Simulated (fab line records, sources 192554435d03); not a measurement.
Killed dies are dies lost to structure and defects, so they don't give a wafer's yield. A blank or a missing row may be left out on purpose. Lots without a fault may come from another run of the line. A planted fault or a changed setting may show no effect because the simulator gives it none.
Chamber matching | flow n5_finfet | N5_BEOL_M12_VIA_ETCH_16 on rie_diel-06: 4 sister chambers
The step etches SiOC in C4F8/O2/Ar, target depth 724.8 nm. 14 wafers are shown with their chamber, then 7 later ones without.

WAFERS WITH THEIR CHAMBER
wafer  | chamber | throttle_valve_pct (%) | showerhead_plenum_p_Torr (Torr) | oes_product_au (a.u.)
L079.1 | 2       | 24.05                  | 3.41                            | 0.68
L079.4 | 0       | 24.24                  | 3.35                            | 0.78
L079.5 | 3       | 24.50                  | 3.35                            | 0.83
L083.4 | 1       | 24.49                  | 3.27                            | 0.65
L083.5 | 2       | 24.04                  | 3.41                            | 0.68
L083.6 | 1       | 24.46                  | 3.27                            | 0.65
L086.2 | 2       | 24.08                  | 3.40                            | 0.69
L086.4 | 3       | 24.55                  | 3.35                            | 0.81
L086.6 | 2       | 24.07                  | 3.40                            | 0.67
L084.1 | 2       | 24.07                  | 3.40                            | 0.68
L084.2 | 0       | 24.25                  | 3.34                            | 0.77
L084.4 | 3       | 24.55                  | 3.35                            | 0.81
L088.4 | 3       | 24.52                  | 3.34                            | 0.80
L088.5 | 3       | 24.52                  | 3.34                            | 0.81

SIGNATURES (means of the wafers above)
reading                  | chamber 0 | chamber 1 | chamber 2 | chamber 3 | scatter within a chamber
throttle_valve_pct       | 24.2450   | 24.4750   | 24.0620   | 24.5280   | 0.0186
showerhead_plenum_p_Torr | 3.3450    | 3.2700    | 3.4040    | 3.3460    | 0.00539
oes_product_au           | 0.7750    | 0.6500    | 0.6800    | 0.8120    | 0.00854
Rule: a wafer's distance from a chamber is the root of the sum, over the readings, of the square of ((its reading less the chamber's mean) divided by the reading's scatter). The wafer belongs to the nearest chamber; if the next one is less than 2 further off, it can't be placed. The scatter: the root of (the sum of the squares of (reading less its chamber's mean) over the shown wafers, divided by (wafers less chambers)).

WAFERS WITHOUT THEIR CHAMBER
wafer  | throttle_valve_pct (%) | showerhead_plenum_p_Torr (Torr) | oes_product_au (a.u.)
L088.6 | 24.26                  | 3.34                            | 0.76
L092.2 | 24.29                  | 3.33                            | 0.74
L092.4 | 24.10                  | 3.39                            | 0.67
L092.6 | 24.26                  | 3.33                            | 0.75
L094.1 | 24.10                  | 3.39                            | 0.66
L094.2 | 24.54                  | 3.34                            | 0.79
L094.4 | 24.51                  | 3.26                            | 0.64

WHICH CHAMBER EACH WENT THROUGH
wafer  | from the rows above | in truth
L088.6 | 0                   | 0
L092.2 | 0                   | 0
L092.4 | 2                   | 2
L092.6 | 0                   | 0
L094.1 | 2                   | 2
L094.2 | 3                   | 3
L094.4 | 1                   | 1
Placed correctly: 7 of 7. Can't be placed from these rows: 0. Placed wrongly: 0.
